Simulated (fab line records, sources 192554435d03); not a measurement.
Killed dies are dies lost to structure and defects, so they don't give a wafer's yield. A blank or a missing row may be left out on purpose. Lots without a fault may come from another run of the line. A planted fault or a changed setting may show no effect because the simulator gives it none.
Chamber matching | flow n5_finfet | N5_BEOL_M6_VIA_ETCH_34 on rie_diel-01: 4 sister chambers
The step etches SiCOH lowk in C4F6/O2, target depth 126.3 nm, time 50.9 s. 8 wafers are shown with their chamber, then 6 later ones without.

WAFERS WITH THEIR CHAMBER
wafer  | chamber | drypump_motor_current_A (A) | throttle_valve_pct (%)
L614.5 | 0       | 6.1                         | 21.22
L615.6 | 0       | 6.1                         | 21.22
L627.1 | 3       | 5.2                         | 20.56
L627.2 | 1       | 5.8                         | 21.07
L627.3 | 2       | 6.0                         | 20.87
L628.1 | 3       | 5.1                         | 20.57
L628.2 | 1       | 5.8                         | 21.08
L628.3 | 2       | 6.0                         | 20.86

WAFERS WITHOUT THEIR CHAMBER
wafer  | drypump_motor_current_A (A) | throttle_valve_pct (%)
L631.1 | 5.2                         | 20.59
L631.2 | 6.1                         | 21.27
L631.5 | 5.8                         | 21.10
L634.2 | 5.2                         | 20.59
L634.3 | 6.0                         | 20.87
L634.6 | 6.0                         | 20.90

WHICH CHAMBER EACH WENT THROUGH
wafer  | from the rows above | in truth
L631.1 | 3                   | 3
L631.2 | 0                   | 0
L631.5 | 1                   | 1
L634.2 | 3                   | 3
L634.3 | 2                   | 2
L634.6 | 2                   | 2
Placed correctly: 6 of 6. Can't be placed from these rows: 0. Placed wrongly: 0.
How it was worked out, from the rows above alone: a wafer's distance from a chamber is the root of the sum, over the readings, of the square of ((its reading less the chamber's mean) divided by the reading's scatter). The wafer belongs to the nearest chamber; if the next one is less than 2 further off, it can't be placed. A chamber's mean is the mean of its shown wafers. The scatter: the root of (the sum of the squares of (reading less its chamber's mean) over the shown wafers, divided by (wafers less chambers)).
